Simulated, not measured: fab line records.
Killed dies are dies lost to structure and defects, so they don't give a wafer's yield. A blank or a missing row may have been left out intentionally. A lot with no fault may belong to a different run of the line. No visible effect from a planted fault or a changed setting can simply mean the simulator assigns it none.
Chamber matching	flow nandHarc	rieDiel-09 running NHARC_A_BLC_DESCUM_15: 4 sister chambers
The step chemistry O2, time 3 s. 4 wafers are shown with their chamber, then 12 later ones without.

== EACH WAFER AND ITS CHAMBER ==
wafer	chamber	oesProductAu (a.u.)
L084.6	2	1.005
L086.6	0	0.992
L091.1	1	1.009
L091.5	3	1.000

== WAFERS WITHOUT THEIR CHAMBER ==
wafer	oesProductAu (a.u.)
L089.1	1.003
L089.3	1.000
L089.5	1.002
L095.1	0.989
L095.3	0.995
L095.6	1.002
L094.2	1.000
L094.4	1.005
L094.5	0.983
L096.1	0.997
L096.2	0.984
L096.3	0.996

== EACH ONE'S CHAMBER ==
wafer	from the rows above	in truth
L089.1	can't be placed: 2 or 3 or 1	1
L089.3	can't be placed: 3 or 2 or 0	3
L089.5	can't be placed: 3 or 2 or 1 or 0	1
L095.1	can't be placed: 0 or 3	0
L095.3	can't be placed: 0 or 3 or 2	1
L095.6	can't be placed: 3 or 2 or 1 or 0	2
L094.2	can't be placed: 3 or 2 or 0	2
L094.4	can't be placed: 2 or 1 or 3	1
L094.5	can't be placed: 0 or 3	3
L096.1	can't be placed: 3 or 0 or 2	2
L096.2	can't be placed: 0 or 3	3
L096.3	can't be placed: 0 or 3 or 2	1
Correct placement for 0 of the 12. Unplaceable from these rows: 12, with the true chamber sitting among the candidates in 10. 0 placed wrongly.
How it was worked out, from the rows above alone: a wafer's distance from a chamber is the root of the sum, over the readings, of the square of ((its reading less the chamber's mean) divided by the reading's scatter). The wafer belongs to the nearest chamber; if the next one is less than 2 further off, it can't be placed. The mean given for a chamber averages the wafers shown for that chamber. The scatter: root of mean squared gap, hidden wafer to nearest shown wafer, with one shown wafer a chamber.
